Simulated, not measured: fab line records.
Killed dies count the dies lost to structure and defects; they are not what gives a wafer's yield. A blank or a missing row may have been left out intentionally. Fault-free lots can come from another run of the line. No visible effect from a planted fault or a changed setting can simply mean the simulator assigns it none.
Problem report in the 8D (eight disciplines) form, filled by code -- flow n5_finfet -- the parts of the form that need people (team, actions taken, sign-off) are left out

1. WHAT IS WRONG
N5_MIM_TOP_LITHO_EXPOSE_05, exposure_dose_mJ_cm2: mean 20.126 on 2 wafers (1 lot); fault-free wafers 20.478, standard deviation 0.02. That puts it -18 standard deviations away from the usual mean.
The step: exposes mask MIM TOP, target cd 2000 nm.
First seen on wafer L117.2, day 21 20:47, on krf_scanner-02. Wafers with a number at this step in the record: 32, from 13 lots. Rule for "out" (also "out of limits"): further than 4 standard deviations from the usual mean. All remaining wafers that have a number are taken as sound.

2. WHAT IT IS AND WHAT IT IS NOT
question,is,is not
which readings at this step,exposure_dose_mJ_cm2,-
which lots,L117,"L100, L103, L105, L106, L108, L110, L111, L116, L994, L997, L998, L999"
which wafers of those lots,all that have a number,-
read on which tools,krf_scanner-02,krf_scanner-01
when,from day 21 20:47,up to then (30 sound wafers)

3. WHAT RULES OUT EACH SUSPECT
Counting: a tool at a process step up to the reading stays a suspect if it ran every lot that is out and no sound lot after the first of them.
- krf_scanner-02 at N5_MIM_TOP_LITHO_EXPOSE_05 (exposes mask MIM TOP, target cd 2000 nm): kept. It ran the lot that is out, L117 (day 21 20:47), and no sound lot after that; its last sound lot up to then is L110 (day 19 13:02). Its own exposure_dose_mJ_cm2 readings are out on those wafers.
Remaining after the count: krf_scanner-02 at N5_MIM_TOP_LITHO_EXPOSE_05.

4. THE CAUSE (what the simulator had put in)
Drift in process parameters on krf_scanner-02 at N5_MIM_TOP_LITHO_EXPOSE_05, starting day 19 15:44. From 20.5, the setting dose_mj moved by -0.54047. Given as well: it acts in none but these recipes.
Only this tool survived the counting.

5. SEQUENCE OF EFFECTS, ordered by route
Each row: a reading whose mean over the struck wafers that have a number lies more than 3 standard deviations from the usual. Readings are gone through only where the record gives a usual standard deviation; hours: the median, over the lots, of the time from a lot's start at the first step in this table giving one to that lot's start at this step; sigmas: the change measured in usual standard deviations.
hours,step,reading,usual,on struck wafers,change,sigmas
0,N5_MIM_TOP_LITHO_EXPOSE_05,exposure_dose_mJ_cm2,20.478,20.126,-0.352,-18
It contains these process steps:
- N5_MIM_TOP_LITHO_EXPOSE_05: exposes mask MIM TOP, target cd 2000 nm.
Later steps that measure or inspect, where all struck wafers having a row at the step show a number for every such reading and not one has moved that far: N5_MIM_TOP_LITHO_CD_MEAS_08.

6. HOW IT WOULD HAVE BEEN CAUGHT EARLIER
First out-of-limits reading in this record: day 21 20:47, which is 53 hours after fault onset at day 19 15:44.
